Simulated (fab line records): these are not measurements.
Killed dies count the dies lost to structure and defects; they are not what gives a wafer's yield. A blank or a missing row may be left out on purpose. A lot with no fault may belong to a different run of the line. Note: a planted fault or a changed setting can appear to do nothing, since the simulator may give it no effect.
The tool behind it: which one? ; flow nand harc ; 12 lots, 36 wafers sampled, at 3 steps of a route of 1302

WHAT EACH GAUGE READ, for each wafer
NHARC_P_M1_INSPECT_11.
lot;measured;on;raw defect count
L075;day 6 16:58;defect inspect-02;2 3 3
L077;day 7 16:06;defect inspect-02;10 4 5
L079;day 8 04:22;defect inspect-01;2 7 3
L081;day 9 12:29;defect inspect-02;7 7 3
L083;day 10 08:20;defect inspect-02;2 1 4
L085;day 10 17:23;defect inspect-02;3 2 2
L088;day 12 02:51;defect inspect-02;0 4 2
L089;day 12 09:59;defect inspect-01;1 1 1
L091;day 13 08:34;defect inspect-01;4 2 3
L093;day 14 01:06;defect inspect-02;9 7 8
L095;day 15 04:16;defect inspect-02;7 2 2
L097;day 15 21:59;defect inspect-01;2 2 5

WHICH TOOL RAN EACH LOT (tool, then ch and the chambers of the sampled wafers, then the start)
lot;NHARC_P_GATE_HM_OPEN_105;NHARC_P_M0_PVD_21
L075;rie diel-11 ch 2,3, day 6 16:58 or earlier;pvd sputter-03, day 6 16:58 or earlier
L077;rie diel-11 ch 0,1,3, day 7 16:06 or earlier;pvd sputter-02, day 7 16:06 or earlier
L079;rie diel-04 ch 0,3, day 8 01:33 or earlier;pvd sputter-03, day 8 01:33
L081;rie diel-04 ch 0,1,2, day 9 12:29 or earlier;pvd sputter-02, day 9 12:29 or earlier
L083;rie diel-01 ch 1,2,3, day 10 08:20 or earlier;pvd sputter-02, day 10 08:20 or earlier
L085;rie diel-04 ch 0,3, day 10 17:23 or earlier;pvd sputter-03, day 10 17:23 or earlier
L088;rie diel-01 ch 0,1,2, day 12 02:51 or earlier;pvd sputter-02, day 12 02:51 or earlier
L089;rie diel-01 ch 0,1, day 12 09:59 or earlier;pvd sputter-01, day 12 09:59 or earlier
L091;rie diel-04 ch 0,1,3, day 13 08:34 or earlier;pvd sputter-02, day 13 08:34 or earlier
L093;rie diel-01 ch 2,3, day 14 01:06 or earlier;pvd sputter-01, day 14 01:06 or earlier
L095;rie diel-01 ch 1,2,3, day 15 04:16 or earlier;pvd sputter-01, day 15 04:16 or earlier
L097;rie diel-04 ch 0,1,2, day 15 21:59 or earlier;pvd sputter-01, day 15 21:59 or earlier
- NHARC_P_GATE_HM_OPEN_105: chemistry O2/COS, target depth 360 nm.
- NHARC_P_M0_PVD_21: deposits Cu, target thk 30 nm, time 20.49 s.

THE ANSWER, worked out from the rows above alone
Rule: the usual values come from the lots themselves. Put in order of their means at a reading, lots are off if they are a third of the lots or fewer, leave a main group of 4 or more, and stand apart from it by a gap of 3 or more times the standard deviation of the main group's means; of several such gaps the widest counts. A main group is skipped when, at the precision printed for the reading in the tables above, its means are all equal. A lot without any number at a reading at which 4 lots or more have one is off too. The other lots that the step has rows for count as sound.
Nothing can be told from this: no lot is off at any reading shown.

WHAT THE SIMULATOR HAD INSERTED
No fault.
